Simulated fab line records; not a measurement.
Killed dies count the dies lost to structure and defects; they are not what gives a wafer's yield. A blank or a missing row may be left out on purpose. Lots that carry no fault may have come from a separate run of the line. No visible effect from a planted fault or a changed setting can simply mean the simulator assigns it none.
Chamber matching | flow n5Finfet | 4 sister chambers for N5_BEOL_M11_CMP_52 on cmp-01
The step polishes, stops on SiCOH lowk, t overpolish 7 s, target thk 140 nm. 4 wafers are shown with their chamber, then 8 later ones without.

WAFERS PAIRED WITH THEIR CHAMBERS
wafer  | chamber | motorCurrentA (A)
L082.6 | 3       | 6.6
L088.4 | 2       | 7.3
L088.5 | 1       | 6.6
L089.4 | 0       | 5.6

WAFERS WITH NO CHAMBER GIVEN
wafer  | motorCurrentA (A)
L089.5 | 6.5
L089.6 | 5.4
L091.3 | 6.5
L091.5 | 6.7
L091.6 | 7.1
L094.1 | 5.1
L094.5 | 6.6
L094.6 | 7.3

EACH ONE'S CHAMBER
wafer  | from the rows above          | in truth
L089.5 | can't be placed: 1 or 3      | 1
L089.6 | 0                            | 0
L091.3 | can't be placed: 1 or 3      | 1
L091.5 | can't be placed: 1 or 3      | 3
L091.6 | can't be placed: 2 or 1 or 3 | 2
L094.1 | 0                            | 0
L094.5 | can't be placed: 1 or 3      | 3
L094.6 | 2                            | 2
3 of 8 placed correctly. Can't be placed from these rows: 5 (the true chamber is among the candidates in 5). Placed wrongly: 0.
How it was worked out, from the rows above alone: a wafer's distance from a chamber is the root of the sum, over the readings, of the square of ((its reading less the chamber's mean) divided by the reading's scatter). If the next closest chamber is less than 2 further off than the closest, the wafer can't be placed; otherwise it belongs to the closest. The mean given for a chamber averages the wafers shown for that chamber. The scatter: root of mean squared gap, hidden wafer to nearest shown wafer, with one shown wafer a chamber.
